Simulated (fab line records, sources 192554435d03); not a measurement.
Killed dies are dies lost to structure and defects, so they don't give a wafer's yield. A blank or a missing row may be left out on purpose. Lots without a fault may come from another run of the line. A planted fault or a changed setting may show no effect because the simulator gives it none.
fab line records | flow n5_finfet
record lots=7 wafers=19 last_day=17
route steps=1938 shown BEOL_M12@1631 PASSIVATION@1936
lots that met no fault: from a run of the same line without faults
start_h: hours from the record's first day to the start of the lot's first wafer shown | wait_h: hours since the lot's step before | " the same as in the row above | L1.1+2: a row that stands for several wafers | - no value, or no start given | * or withheld: withheld | < > ~ a bound
route shown NAME@n: a module of which the file shows steps, and the number in the route of the first | usual: mean/standard deviation of fault-free wafers | same: alike in all rows | chamber/n: place in a boat | sites: the reading at each site | _std_site: their standard deviation | _edge_site: outer sites' mean less inner sites' | radius_mm: how far each site lies from the wafer's centre | mask NAME#n: copy n | behind: the tool/chamber that last shaped the wafer | hold: why the lot was held/for how many hours/how that ended | device: the transistor (n, p or np) that didn't switch | end of line: the same wafers' tests at the end of the route | a step without rows: its recipe alone | killed: dies lost to structure and defects at the first sort, not the wafer's yield | map: a wafer's dies, x killed, . not, _ none there
set.NAME: the setting as run; set.NAME@STEP: as run at that earlier step | model.NAME: the simulator's own value behind a step, which no gauge read
lots at some steps of the route; a table a step, a row a wafer
services: from which hour (start_h, from the record's first day; less than 0 if before it) a tool's chamber was out of use, for how many hours, and why
## steps
# step N5_BEOL_M12_HARDBAKE_32
# recipe temp_c=130 time_s=120
# step N5_BEOL_M12_CD_MEAS_28
# recipe target_cd_nm=160.2 landing_energy_ev=500 detector=se_inlens polarity=opening
# usual cd_nm=160.8/1.5
# columns lot.wafer tool chamber start_h wait_h cd_nm
L749.2 cd_sem-03 0 252.93 - 162.5
L749.4 " 0 " " 161.7
L749.6 " 0 " " 160.4
L750.3 cd_sem-02 0 272.04 - 161.6
L750.5 " 0 " " 160.7
L750.6 " 0 " " 160.6
L751.3 cd_sem-02 0 273.01 - 162.8
L751.6 " 0 " " 164.2
L753.1 cd_sem-03 0 283.97 - 161.0
L753.3 " 0 " " 159.9
L753.5 " 0 " " 160.6
L755.2 cd_sem-03 0 302.46 - 162.8
L755.6 " 0 " " 162.6
L762.3 cd_sem-02 0 334.56 - 160.1
L762.4 " 0 " " 158.9
L762.6 " 0 " " 160.8
L766.4 cd_sem-03 0 358.98 - 158.4
L766.5 " 0 " " 160.0
L766.6 " 0 " " 160.2
# step N5_BEOL_M12_OVL_MEAS_29
# recipe points_per_wafer=44
# usual M12_OVL=6/5.7
# columns lot.wafer tool chamber start_h wait_h M12_OVL[nm]
L749.2 overlay-01 0 252.96 0.0 5
L749.4 " 0 " " 8
L749.6 " 0 " " 16
L750.3 overlay-01 0 272.07 0.0 5
L750.5 " 0 " " 13
L750.6 " 0 " " 7
L751.3 overlay-02 0 273.04 0.0 5
L751.6 " 0 " " 5
L753.1 overlay-01 0 284.00 0.0 -7
L753.3 " 0 " " 4
L753.5 " 0 " " 4
L755.2 overlay-02 0 302.49 0.0 6
L755.6 " 0 " " -9
L762.3 overlay-02 0 334.58 0.0 -6
L762.4 " 0 " " 8
L762.6 " 0 " " 5
L766.4 overlay-02 0 359.01 0.0 11
L766.5 " 0 " " -4
L766.6 " 0 " " 11
# step N5_BEOL_M12_INSPECT_30
# recipe mode=adi inspect_instrument=macro
# usual raw_defect_count=1.9/1.5
# columns lot.wafer tool chamber start_h wait_h raw_defect_count
L749.2 defect_inspect-02 - 252.98 0.0 4
L749.4 " - " " 2
L749.6 " - " " 2
L750.3 defect_inspect-01 - 272.09 0.0 5
L750.5 " - " " 4
L750.6 " - " " 1
L751.3 defect_inspect-01 - 273.07 0.0 2
L751.6 " - " " 3
L753.1 defect_inspect-02 - 284.03 0.0 2
L753.3 " - " " 4
L753.5 " - " " 4
L755.2 defect_inspect-02 - 302.52 0.0 2
L755.6 " - " " 3
L762.3 defect_inspect-01 - 334.61 0.0 3
L762.4 " - " " 3
L762.6 " - " " 1
L766.4 defect_inspect-01 - 359.03 0.0 0
L766.5 " - " " 1
L766.6 " - " " 1
# step N5_BEOL_M12_DESCUM_33
# recipe chemistry=O2 time_s=7.9 source_power_w=50 bias_power_w=20 pressure_mtorr=20 rf_frequency_hz=2.712e+07 temp_c=40 o2_flow_sccm=225
# usual bias_power_w=19.99/0.06 drypump_motor_current_A=5.8/0.51 oes_product_au=0.79/0.044 rf_vpp_V=243.3/1.4 showerhead_plenum_p_Torr=2.09/0.067 throttle_valve_pct=20.55/0.26
# same time_s=7.9
# columns lot.wafer tool chamber start_h wait_h bias_power_w drypump_motor_current_A oes_product_au rf_hours_counter_h rf_vpp_V showerhead_plenum_p_Torr throttle_valve_pct
L749.2 rie_diel-06 2 253.22 0.2 20.04 5.1 0.70 190 241.5 2.00 20.66
L749.4 " 0 " " 20.02 6.4 0.82 74 245.3 2.19 19.93
L749.6 " 2 " " 20.01 5.1 0.70 - 242.1 2.00 20.67
L750.3 rie_diel-01 0 272.12 0.0 19.98 5.3 0.79 115 243.9 2.11 20.22
L750.5 " 0 " " 19.90 5.2 0.79 - 244.0 2.11 20.22
L750.6 " 3 " " 19.96 5.5 0.77 - 243.7 2.09 20.66
L751.3 rie_diel-06 2 273.10 0.0 19.93 5.1 0.70 196 240.8 1.99 20.67
L751.6 " 2 " " 19.97 5.1 0.70 - 241.3 2.00 20.66
L753.1 rie_diel-06 1 284.23 0.2 19.99 5.7 0.83 90 245.2 2.13 20.56
L753.3 " 0 " " 19.96 6.4 0.81 84 245.3 2.19 19.96
L753.5 " 1 " " 20.05 5.7 0.84 - 244.8 2.13 20.56
L755.2 rie_diel-06 0 302.55 0.0 20.07 6.4 0.80 89 244.3 2.19 19.96
L755.6 " 1 " " 20.08 5.7 0.82 - 244.7 2.13 20.57
L762.3 rie_diel-01 1 335.11 0.5 19.96 6.0 0.80 129 242.6 2.02 20.96
L762.4 " 3 " " 20.01 5.5 0.76 150 242.6 2.08 20.70
L762.6 " 1 " " 19.92 6.0 0.80 - 241.1 2.02 20.96
L766.4 rie_diel-01 2 359.16 0.1 20.07 6.3 0.79 101 243.3 2.09 20.51
L766.5 " 1 " " 20.00 6.0 0.79 - 242.0 2.02 20.97
L766.6 " 2 " " 19.98 6.3 0.79 - 244.1 2.09 20.50
# step N5_BEOL_M12_ETCH_67
# recipe chemistry=CF4 target=SiARC target_depth_a=1430 time_s=238.3 ion_energy_ev=80 pressure_mtorr=40 source_w=545 bias_w=36 Ar_flow_sccm=100 cf4_flow_sccm=100 ends=cleared
# step N5_BEOL_M12_ETCH_68
# recipe chemistry=N2/H2 target=SOC mask_material=SiARC source_w=3000 bias_w=350 temp_c=40 time_s=285 ion_energy_ev=200 pressure_mtorr=30 n2_flow_sccm=200 h2_flow_sccm=200
# usual drypump_motor_current_A=5.8/0.5 oes_product_au=0.79/0.044 rf_vpp_V=524.0/2.4 showerhead_plenum_p_Torr=2.54/0.087 throttle_valve_pct=17.91/0.27
# same time_s=285
# columns lot.wafer tool chamber start_h wait_h drypump_motor_current_A oes_product_au rf_hours_counter_h rf_vpp_V showerhead_plenum_p_Torr throttle_valve_pct
L749.2 rie_diel-06 2 253.40 0.1 5.1 0.70 190 520.4 2.42 17.93
L749.4 " 0 " " 6.4 0.82 74 528.2 2.67 17.32
L749.6 " 2 " " 5.1 0.70 - 521.1 2.42 17.93
L750.3 rie_diel-01 0 272.31 0.1 5.2 0.79 115 524.5 2.55 17.45
L750.5 " 0 " " 5.2 0.79 - 525.0 2.55 17.44
L750.6 " 3 " " 5.5 0.78 - 524.7 2.55 18.16
L751.3 rie_diel-06 2 273.28 0.1 5.1 0.69 196 519.9 2.42 17.95
L751.6 " 2 " " 5.1 0.70 - 520.7 2.42 17.93
L753.1 rie_diel-06 1 284.42 0.1 5.7 0.83 90 524.1 2.56 17.77
L753.3 " 0 " " 6.4 0.81 84 527.8 2.67 17.32
L753.5 " 1 " " 5.7 0.82 - 525.9 2.56 17.78
L755.2 rie_diel-06 0 302.73 0.1 6.4 0.80 89 526.3 2.67 17.35
L755.6 " 1 " " 5.7 0.82 - 526.0 2.56 17.78
L762.3 rie_diel-01 1 335.29 0.1 6.0 0.80 129 521.4 2.43 18.15
L762.4 " 3 " " 5.5 0.76 150 524.4 2.54 18.21
L762.6 " 1 " " 6.0 0.80 - 520.2 2.43 18.14
L766.4 rie_diel-01 2 359.34 0.1 6.3 0.79 101 523.5 2.57 18.04
L766.5 " 1 " " 6.0 0.79 - 521.2 2.43 18.17
L766.6 " 2 " " 6.3 0.79 - 524.5 2.57 18.05
# step N5_BEOL_M12_STRIP_69
# recipe chemistry=N2/H2 temp_c=40 n2_flow_sccm=200 h2_flow_sccm=200 rf_frequency_hz=6e+07
# step N5_BEOL_M12_TRENCH_ETCH_34
# recipe chemistry=C4F8/O2/Ar target=SiOC target_depth_a=3189.5 mask_material=SOC pressure_mtorr=30 source_w=3000 bias_w=700 Ar_flow_sccm=400 C4F8_flow_sccm=15 O2_flow_sccm=8 he_inner_torr=15 he_outer_torr=30 time_s=125.5 ion_energy_ev=250
# step N5_BEOL_M12_STRIP_70
# recipe chemistry=C4F8/O2/Ar resist=SiARC rf_frequency_hz=6e+07
# step N5_BEOL_M12_OCD_MEAS_35
# usual trench_depth_nm=317/3.5
# columns lot.wafer tool chamber start_h wait_h trench_depth_nm
L749.2 ocd-02 - 253.75 0.0 314
L749.4 " - " " 321
L749.6 " - " " 316
L750.3 ocd-01 - 272.64 0.0 315
L750.5 " - " " 317
L750.6 " - " " 320
L751.3 ocd-01 - 273.62 0.0 313
L751.6 " - " " 312
L753.1 ocd-01 - 284.75 0.0 314
L753.3 " - " " 319
L753.5 " - " " 314
L755.2 ocd-02 - 303.07 0.0 320
L755.6 " - " " 319
L762.3 ocd-01 - 335.63 0.0 318
L762.4 " - " " 318
L762.6 " - " " 317
L766.4 ocd-01 - 359.68 0.0 316
L766.5 " - " " 320
L766.6 " - " " 317
# step N5_BEOL_M12_STRIP_37
# recipe chemistry=N2/H2 power_w=1000 temp_c=250 h2_frac=0.65 overash_fraction=0.3 pressure_mtorr=withheld n2_flow_sccm=1750 h2_flow_sccm=3250
# step N5_BEOL_M12_ETCH_38
# recipe chemistry=CF4/N2 target=SiCN target_depth_a=687 taper_deg=2 time_s=73.4 ion_energy_ev=150 mask_material=SiO2 pressure_mtorr=40 source_w=430 bias_w=70 Ar_flow_sccm=100 cf4_flow_sccm=60 n2_flow_sccm=60
# usual drypump_motor_current_A=5.8/0.53 oes_product_au=0.78/0.046 rf_vpp_V=382.4/1.9 showerhead_plenum_p_Torr=2.21/0.073 throttle_valve_pct=15.55/0.2
# columns lot.wafer tool chamber start_h wait_h drypump_motor_current_A oes_product_au rf_hours_counter_h rf_vpp_V showerhead_plenum_p_Torr throttle_valve_pct model.etch.depth_nm model.SiOC_of_BEOL_M12_ILD_DEP_00.thk_nm
L749.2 rie_diel-06 0 257.44 - 6.4 0.82 76 385.0 2.33 15.08 58.66 618.4
L749.4 " 2 " " 5.1 0.71 191 379.9 2.10 15.63 58.38 626.4
L749.6 " 1 " " 5.7 0.86 - 382.3 2.24 15.45 60.46 620.2
L750.3 rie_diel-01 2 274.78 - 6.3 0.81 69 384.9 2.24 15.58 56.98 615.4
L750.5 " 0 " " 5.2 0.79 - 381.6 2.23 15.25 58.33 625.2
L750.6 " 1 " " 6.0 0.82 - 380.8 2.13 15.78 58.45 620.6
L751.3 rie_diel-06 3 275.23 - 6.8 0.85 75 384.3 2.32 15.39 35.68 613.2
L751.6 " 3 " " 6.8 0.84 - 385.4 2.32 15.39 35.32 615.4
L753.1 rie_diel-06 2 286.17 - 5.1 0.70 202 380.2 2.09 15.64 57.61 599
L753.3 " 0 " " 6.4 0.81 84 385.4 2.32 15.09 34.61 629.8
L753.5 " 1 " " 5.7 0.84 - 383.4 2.23 15.47 60.47 601.4
L755.2 rie_diel-06 0 305.19 - 6.4 0.79 91 383.7 2.32 15.12 57.49 609.6
L755.6 " 2 " " 5.1 0.69 - 378.6 2.09 15.68 34.55 639.6
L762.3 rie_diel-01 0 336.08 - 5.2 0.78 138 380.7 2.22 15.30 59 614.4
L762.4 " 1 " " 6.0 0.80 129 380.3 2.12 15.83 58.55 623
L762.6 " 3 " " 5.5 0.75 - 382.2 2.20 15.74 58.03 619
L766.4 rie_diel-03 0 361.64 - 5.5 0.79 77 384.1 2.23 15.39 55.72 620.2
L766.5 " 0 " " 5.5 0.80 - 383.5 2.23 15.40 55.6 617
L766.6 " 1 " " 6.6 0.74 - 382.2 2.19 15.86 59 613.2
# step N5_BEOL_M12_PRECLEAN_39
# recipe chemistry=residue_remover time_s=60 temp_c=40
# step N5_BEOL_M12_SRD_40
# recipe time_s=30 temp_c=23 rinse_liquid=diw dry=n2_spin spin_rpm=1500 dry_time_s=30
# step N5_BEOL_M12_DEGAS_41
# recipe ambient=vacuum temp_c=250 time_s=60
# step N5_BEOL_M12_PRE_CLEAN_42
# recipe gas=H2/He time_s=30 temp_c=250
# usual heater_power_w=340/33
# same time_s=30
# columns lot.wafer tool chamber start_h wait_h heater_power_w
L749.2 pvd_sputter-01 - 257.85 0.0 331
L749.4 " - " " 326
L749.6 " - " " 327
L750.3 pvd_sputter-02 - 275.29 0.0 389
L750.5 " - " " 373
L750.6 " - " " 342
L751.3 pvd_sputter-03 - 275.78 0.0 365
L751.6 " - " " 366
L753.1 pvd_sputter-01 - 286.75 0.0 357
L753.3 " - " " 320
L753.5 " - " " 368
L755.2 pvd_sputter-01 - 306.17 0.0 349
L755.6 " - " " 338
L762.3 pvd_sputter-02 - 336.44 0.0 348
L762.4 " - " " 339
L762.6 " - " " 344
L766.4 pvd_sputter-03 - 362.24 0.0 393
L766.5 " - " " 282
L766.6 " - " " 361
# step N5_BEOL_M12_SPUTTER_43
# recipe material=TaN target_thk_a=150 temp_c=50 bias_v=168.6 power_w=15000 chamber_pressure_pa=0.12 time_s=24.19
# step N5_BEOL_M12_SPUTTER_44
# recipe material=Ta target_thk_a=100 temp_c=50 bias_v=80 power_w=15000 chamber_pressure_pa=0.07 time_s=16.13
# usual throttle_valve_pct=30.2/1.2
# same time_s=16.13
# columns lot.wafer tool chamber start_h wait_h throttle_valve_pct
L749.2 pvd_sputter-01 - 257.97 0.0 31.0
L749.4 " - " " 31.4
L749.6 " - " " 31.4
L750.3 pvd_sputter-02 - 275.41 0.0 28.2
L750.5 " - " " 28.0
L750.6 " - " " 29.3
L751.3 pvd_sputter-03 - 275.90 0.0 29.3
L751.6 " - " " 29.6
L753.1 pvd_sputter-01 - 286.87 0.0 32.0
L753.3 " - " " 32.1
L753.5 " - " " 32.0
L755.2 pvd_sputter-01 - 306.29 0.0 31.9
L755.6 " - " " 30.9
L762.3 pvd_sputter-02 - 336.56 0.0 28.6
L762.4 " - " " 28.9
L762.6 " - " " 28.5
L766.4 pvd_sputter-03 - 362.36 0.0 30.6
L766.5 " - " " 30.5
L766.6 " - " " 29.3
# step N5_BEOL_M12_SPUTTER_45
# recipe material=Cu target_thk_a=800 temp_c=-20 bias_v=60 power_w=26000 chamber_pressure_pa=0.13 time_s=13.33
# usual throttle_valve_pct=30.2/1.2
# same time_s=13.33
# columns lot.wafer tool chamber start_h wait_h throttle_valve_pct
L749.2 pvd_sputter-01 - 258.05 0.0 30.9
L749.4 " - " " 31.6
L749.6 " - " " 31.5
L750.3 pvd_sputter-02 - 275.49 0.0 28.2
L750.5 " - " " 28.3
L750.6 " - " " 29.1
L751.3 pvd_sputter-03 - 275.98 0.0 29.4
L751.6 " - " " 29.3
L753.1 pvd_sputter-01 - 286.95 0.0 31.9
L753.3 " - " " 31.7
L753.5 " - " " 32.1
L755.2 pvd_sputter-01 - 306.37 0.0 32.0
L755.6 " - " " 30.7
L762.3 pvd_sputter-02 - 336.64 0.0 28.4
L762.4 " - " " 29.3
L762.6 " - " " 28.5
L766.4 pvd_sputter-03 - 362.44 0.0 30.7
L766.5 " - " " 30.6
L766.6 " - " " 29.5
# step N5_BEOL_M12_ECD_47
# recipe material=Cu target_thk_a=7200
# step N5_BEOL_M12_ANNEAL_48
# recipe temp_c=225 time_s=90 ambient=N2
# step N5_BEOL_M12_CMP_49
# recipe stop_on=SiOC t_overpolish_s=20.6 down_force_psi=1 platen_rpm=50 clearing_platen_down_force_psi=1.5 clearing_platen_rpm=50 post_cmp_clean=cu_alkaline target_thk_nm=320 clearing_platen_pad_velocity_m_s=0.99484 pad_velocity_m_s=0.99484
# usual barrier_field_endpoint_s=30.5/0.87 motor_current_A=6.1/0.56 overpolish_run_s=20.601/0.0089 pad_life_wafers=794/330
# columns lot.wafer tool chamber start_h wait_h barrier_field_endpoint_s motor_current_A overpolish_run_s pad_life_wafers model.SiOC_of_BEOL_M12_ILD_DEP_00.thk_nm
L749.2 cmp-04 3 258.69 0.3 30.8 5.5 20.595 620 608.4
L749.4 " 0 " " 31.0 6.6 20.609 621 616.4
L749.6 " 2 " " 30.6 5.1 20.609 - 610.2
L750.3 cmp-04 3 276.15 0.2 30.5 5.3 20.595 775 605.4
L750.6 " 2 " " 30.4 4.9 20.609 - 610.6
L750.5 " 3 " " 29.9 5.4 20.611 - 615.2
L751.3 cmp-04 3 276.91 0.3 30.8 5.6 20.616 783 603.2
L751.6 " 0 " " 31.9 6.4 20.594 - 605.4
L753.3 cmp-01 3 287.56 0.2 28.8 6.3 20.614 289 619.8
L753.1 " 0 " " 30.0 6.8 20.585 290 589
L753.5 " 3 " " 29.1 5.8 20.605 - 591.4
L755.2 cmp-02 2 307.01 0.3 29.7 6.6 20.604 1112 599.6
L755.6 " 0 " " 29.8 6.4 20.590 - 629.6
L762.4 cmp-01 2 337.20 0.1 30.9 5.6 20.599 696 613
L762.3 " 0 " " 30.8 6.8 20.585 698 604.4
L762.6 " 2 " " 30.7 5.7 20.591 - 609
L766.4 cmp-01 0 363.12 0.2 31.3 6.4 20.609 909 610.2
L766.6 " 1 " " 31.9 6.6 20.601 - 603.2
L766.5 " 2 " " 32.6 6.1 20.594 - 607
# step N5_BEOL_M12_THK_MEAS_50
# recipe thk_meas_gauge=xrf reads=Cu_of_BEOL_M12_ECD_47
# usual M12_THK=308/4
# columns lot.wafer tool chamber start_h wait_h M12_THK[nm]
L749.2 film_metro-01 - 258.91 - 308
L749.4 " - " " 316
L749.6 " - " " 311
L750.3 film_metro-02 - 276.40 - 302
L750.5 " - " " 305
L750.6 " - " " 306
L751.3 film_metro-01 - 277.10 - 304
L751.6 " - " " 306
L753.1 film_metro-01 - 287.82 - 306
L753.3 " - " " 311
L753.5 " - " " 305
L755.2 film_metro-01 - 307.23 - 313
L755.6 " - " " 314
L762.3 film_metro-01 - 337.49 - 309
L762.4 " - " " 309
L762.6 " - " " 309
L766.4 film_metro-01 - 363.30 - 309
L766.5 " - " " 312
L766.6 " - " " 310
# step N5_PASSIVATION_PROBE_49
# usual defect_limited_yield=91.2/1.4 killed_at_M0_to_M3=32/10 killed_at_M4_up=14/6.2 killed_at_contacts=12/6.3 killed_at_front_end=42/13 killed_at_other=4/3.4 killed_dies=104/17 killed_open=67/12 killed_short=34/8.1 sort_bin_5_function=5.2/0.93 sort_bin_6_memory=3.2/0.65 sort_n_pass=1075/16 sort_yield_pct=91.1/1.4
# same gross_dies=1180 killed_at_back_side=0 sort_bin_4_leakage[%]=0 sort_bin_8_speed[%]=0
# columns lot.wafer tool chamber start_h wait_h defect_limited_yield[%] killed_at_M0_to_M3 killed_at_M4_up killed_at_contacts killed_at_front_end killed_at_other killed_dies killed_open killed_short sort_bin_5_function[%] sort_bin_6_memory[%] sort_n_pass sort_yield_pct[%]
L749.2 prober-02 - 292.82 0.1 91.1 28 25 23 25 4 105 70 34 5.8 3.0 1075 91.1
L749.4 prober-02 - 292.92 0.2 88.7 61 12 13 42 5 133 83 48 7.3 3.6 1047 88.7
L749.6 prober-02 - 293.02 0.3 89.6 52 17 22 29 3 123 83 38 6.0 4.1 1057 89.6
L750.3 prober-01 - 309.26 0.1 93.2 42 10 9 17 2 80 62 17 4.7 2.0 1100 93.2
L750.5 prober-01 - 309.36 0.2 90.6 33 16 5 51 6 111 66 38 5.3 3.5 1069 90.6
L750.6 prober-01 - 309.41 0.3 91.9 27 17 9 38 5 96 66 30 4.8 3.1 1084 91.9
L751.3 prober-02 - 313.18 0.1 92.4 30 10 9 37 4 90 58 31 4.7 2.3 1090 92.4
L751.6 prober-02 - 313.33 0.3 91.1 40 15 9 37 4 105 62 39 5.3 3.0 1075 91.1
L753.1 prober-02 - 325.33 0.0 92.9 9 9 23 35 8 84 51 25 4.0 2.6 1096 92.9
L753.3 prober-02 - 325.43 0.1 92.1 22 9 26 32 4 93 60 25 4.2 2.7 1087 92.1
L753.5 prober-02 - 325.53 0.2 92.4 28 11 18 30 3 90 48 41 4.1 3.0 1090 92.4
L755.2 prober-01 - 337.77 0.1 90.9 46 22 6 32 1 107 75 29 5.3 3.7 1073 90.9
L755.6 prober-01 - 337.97 0.3 89.0 30 24 32 43 1 130 93 33 6.1 4.5 1050 89.0
L762.3 prober-01 - 367.64 0.1 90.3 35 22 9 47 2 115 76 37 5.9 3.1 1065 90.3
L762.4 prober-01 - 367.69 0.2 89.0 32 11 19 55 13 130 81 48 5.7 4.6 1050 89.0
L762.6 prober-01 - 367.79 0.3 91.2 27 31 6 39 1 104 69 34 5.3 3.2 1076 91.2
L766.4 prober-02 - 400.56 0.2 89.9 31 22 10 49 7 119 70 49 5.8 3.6 1061 89.9
L766.5 prober-02 - 400.61 0.2 89.5 34 18 8 60 4 124 72 51 6.4 3.8 1056 89.5
L766.6 prober-02 - 400.66 0.3 91.9 38 18 8 28 4 96 65 31 4.4 3.6 1084 91.9
# killed by level:class
L749.2 MOL_CONTACT_COAG:geometric_particle:open=19 BEOL_M0_SAQP:geometric_particle:short=11 BEOL_M4:geometric_particle:open=11 BEOL_M0_SAQP:geometric_particle:open=8 FIN_SAQP:geometric_particle:short=6 FIN_SAQP:geometric_particle:open=4 STI_FIN_REVEAL:geometric_particle:open=4 MOL_CONTACT_COAG:geometric_particle:short=4
L749.4 BEOL_M0_SAQP:geometric_particle:short=17 BEOL_M0_SAQP:geometric_particle:open=14 MOL_CONTACT_COAG:geometric_particle:open=11 FIN_SAQP:geometric_particle:short=9 BEOL_M2:geometric_particle:open=9 BEOL_M1:geometric_particle:open=8 FIN_SAQP:geometric_particle:open=7 DUMMY_GATE:geometric_particle:open=5
L749.6 BEOL_M0_SAQP:geometric_particle:open=20 MOL_CONTACT_COAG:geometric_particle:open=20 BEOL_M0_SAQP:geometric_particle:short=18 FIN_SAQP:geometric_particle:short=9 BEOL_M1:geometric_particle:open=6 BEOL_M4:geometric_particle:open=6 FIN_SAQP:geometric_particle:open=5 DUMMY_GATE:geometric_particle:open=5
L750.3 BEOL_M1:geometric_particle:open=11 BEOL_M0_SAQP:geometric_particle:open=9 MOL_CONTACT_COAG:geometric_particle:open=8 BEOL_M3:geometric_particle:open=7 BEOL_M0_SAQP:geometric_particle:short=5 BEOL_M2:geometric_particle:open=5 BEOL_M5:geometric_particle:open=4 FIN_SAQP:geometric_particle:open=3
L750.5 FIN_SAQP:geometric_particle:open=9 BEOL_M0_SAQP:geometric_particle:short=9 GATE_CUT:geometric_particle:short=6 BEOL_M0_SAQP:geometric_particle:open=6 BEOL_M1:geometric_particle:open=6 BEOL_M4:geometric_particle:open=6 BEOL_M6:geometric_particle:open=6 STARTING-WAFER:geometric_particle:open=6
L750.6 FIN_SAQP:geometric_particle:open=8 FIN_SAQP:geometric_particle:short=8 DUMMY_GATE:geometric_particle:open=7 MOL_CONTACT_COAG:geometric_particle:open=6 BEOL_M1:geometric_particle:open=6 BEOL_M4:geometric_particle:open=6 BEOL_M0_SAQP:geometric_particle:open=5 BEOL_M2:geometric_particle:open=5
L751.3 BEOL_M3:geometric_particle:open=9 FIN_SAQP:geometric_particle:open=7 MOL_CONTACT_COAG:geometric_particle:open=7 GATE_CUT:geometric_particle:short=6 BEOL_M1:geometric_particle:open=5 BEOL_M2:geometric_particle:open=4 GATE_CUT:geometric_particle:open=4 BEOL_M0_SAQP:geometric_particle:short=4
L751.6 FIN_SAQP:geometric_particle:open=10 BEOL_M0_SAQP:geometric_particle:open=8 GATE_CUT:geometric_particle:short=7 BEOL_M3:geometric_particle:open=7 BEOL_M2:geometric_particle:open=6 MOL_CONTACT_COAG:geometric_particle:open=5 BEOL_M0_SAQP:geometric_particle:short=5 BEOL_M1:geometric_particle:open=5
L753.1 MOL_CONTACT_COAG:geometric_particle:open=19 DUMMY_GATE:geometric_particle:open=10 FIN_SAQP:geometric_particle:short=7 STI_FIN_REVEAL:geometric_particle:open=5 HKMG_FIN:area_etch=5 MOL_CONTACT_COAG:geometric_particle:short=4 BEOL_M1:geometric_particle:open=4 BEOL_M4:geometric_particle:open=3
L753.3 MOL_CONTACT_COAG:geometric_particle:open=22 STARTING-WAFER:geometric_particle:open=7 HKMG_FIN:area_etch=7 FIN_SAQP:geometric_particle:short=6 BEOL_M0_SAQP:geometric_particle:open=6 MOL_CONTACT_COAG:geometric_particle:short=4 BEOL_M0_SAQP:geometric_particle:short=4 BEOL_M2:geometric_particle:open=4
L753.5 MOL_CONTACT_COAG:geometric_particle:open=12 MOL_CONTACT_COAG:geometric_particle:short=6 BEOL_M0:geometric_particle:short=6 DUMMY_GATE:geometric_particle:short=5 BEOL_M1:geometric_particle:open=5 BEOL_M2:geometric_particle:open=5 FIN_SAQP:geometric_particle:short=4 STI_FIN_REVEAL:geometric_particle:open=4
L755.2 BEOL_M0_SAQP:geometric_particle:short=11 BEOL_M0:geometric_particle:open=9 BEOL_M4:geometric_particle:open=9 DUMMY_GATE:geometric_particle:open=7 BEOL_M0_SAQP:geometric_particle:open=7 BEOL_M1:geometric_particle:open=7 BEOL_M3:geometric_particle:open=7 MOL_CONTACT_COAG:geometric_particle:open=5
L755.6 MOL_CONTACT_COAG:geometric_particle:open=24 STI_FIN_REVEAL:geometric_particle:open=9 BEOL_M0_SAQP:geometric_particle:short=9 BEOL_M4:geometric_particle:open=9 BEOL_M3:geometric_particle:open=8 MOL_CONTACT_COAG:geometric_particle:short=8 DUMMY_GATE:geometric_particle:open=6 BEOL_M0_SAQP:geometric_particle:open=6
L762.3 GATE_CUT:geometric_particle:short=8 BEOL_M0_SAQP:geometric_particle:short=8 FIN_SAQP:geometric_particle:open=7 MOL_CONTACT_COAG:geometric_particle:open=7 BEOL_M0_SAQP:geometric_particle:open=7 BEOL_M0:geometric_particle:open=6 STI_FIN_REVEAL:geometric_particle:open=5 SPACER0:geometric_particle:open=5
L762.4 MOL_CONTACT_COAG:geometric_particle:open=16 BEOL_M1:geometric_particle:open=11 DUMMY_GATE:geometric_particle:open=7 FIN_SAQP:geometric_particle:short=6 STI_FIN_REVEAL:geometric_particle:open=6 BEOL_M0_SAQP:geometric_particle:open=6 GATE_CUT:geometric_particle:open=5 FIN_SAQP:geometric_particle:open=4
L762.6 BEOL_M4:geometric_particle:open=15 BEOL_M0_SAQP:geometric_particle:open=9 BEOL_M0_SAQP:geometric_particle:short=9 BEOL_M4:geometric_particle:short=6 DUMMY_GATE:geometric_particle:open=6 MOL_CONTACT_COAG:geometric_particle:open=6 FIN_SAQP:geometric_particle:open=5 BEOL_M2:geometric_particle:open=5
L766.4 STI_FIN_REVEAL:geometric_particle:open=15 BEOL_M2:geometric_particle:open=14 FIN_SAQP:geometric_particle:open=10 BEOL_M4:geometric_particle:open=8 FIN_SAQP:geometric_particle:short=7 BEOL_M0_SAQP:geometric_particle:short=7 MOL_CONTACT_COAG:geometric_particle:open=6 STI_FIN_REVEAL:geometric_particle:short=4
L766.5 FIN_SAQP:geometric_particle:open=22 FIN_SAQP:geometric_particle:short=14 BEOL_M0_SAQP:geometric_particle:short=8 BEOL_M2:geometric_particle:open=7 BEOL_M3:geometric_particle:open=7 BEOL_M4:geometric_particle:open=7 BEOL_M0_SAQP:geometric_particle:open=6 STI_FIN_REVEAL:geometric_particle:open=5
L766.6 BEOL_M2:geometric_particle:open=17 BEOL_M0_SAQP:geometric_particle:open=7 STI_FIN_REVEAL:geometric_particle:open=6 BEOL_M4:geometric_particle:open=6 MOL_CONTACT_COAG:geometric_particle:open=5 FIN_SAQP:geometric_particle:short=4 BEOL_M2:geometric_particle:short=4 FIN_SAQP:geometric_particle:open=3
## services
# columns tool chamber start_h hours kind
cmp-01 - 235.74 4.0 pm
cmp-01 - 239.74 - consumable_replace:conditioner
cmp-01 - 239.74 - consumable_replace:pad
cmp-01 - 239.74 5.7 pm
cmp-04 - 246.18 0.4 repair
cmp-01 - 258.42 2.3 repair
rie_diel-03 1 275.76 6.8 repair
cmp-02 - 289.75 4.0 repair
cmp-04 - 295.26 0.6 repair
cmp-04 - 303.85 2.2 repair
rie_diel-06 - 314.19 0.5 repair
cmp-04 - 316.98 1.5 repair
rie_diel-03 3 322.30 12.5 repair
cmp-01 - 328.54 0.9 repair
rie_diel-03 - 329.47 4.0 pm
cmp-01 - 334.46 2.0 repair
cmp-01 - 344.40 0.6 repair
cmp-01 - 350.34 0.8 repair
cmp-02 - 357.24 0.2 repair
## key
first_sign none at tools or gauges
model_effect step=N5_BEOL_M12_ETCH_38 value=etch.depth_nm without=58.38 struck=35.04
model_effect step=N5_BEOL_M12_CMP_49 value=SiOC_of_BEOL_M12_ILD_DEP_00.thk_nm without=595 struck=614.5
met_at N5_BEOL_M12_ETCH_38
struck_wafers L751.3,L751.6,L753.3,L755.6
onset_between 257.44 275.23
fault kind=process_parameter_drift tool=rie_diel-06 chamber=- onset_h=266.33 steps=N5_BEOL_M12_ETCH_38 channel=time_s offset=* shape=step end_h=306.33 scope=struck_wafers_only acts_in=* stated=*
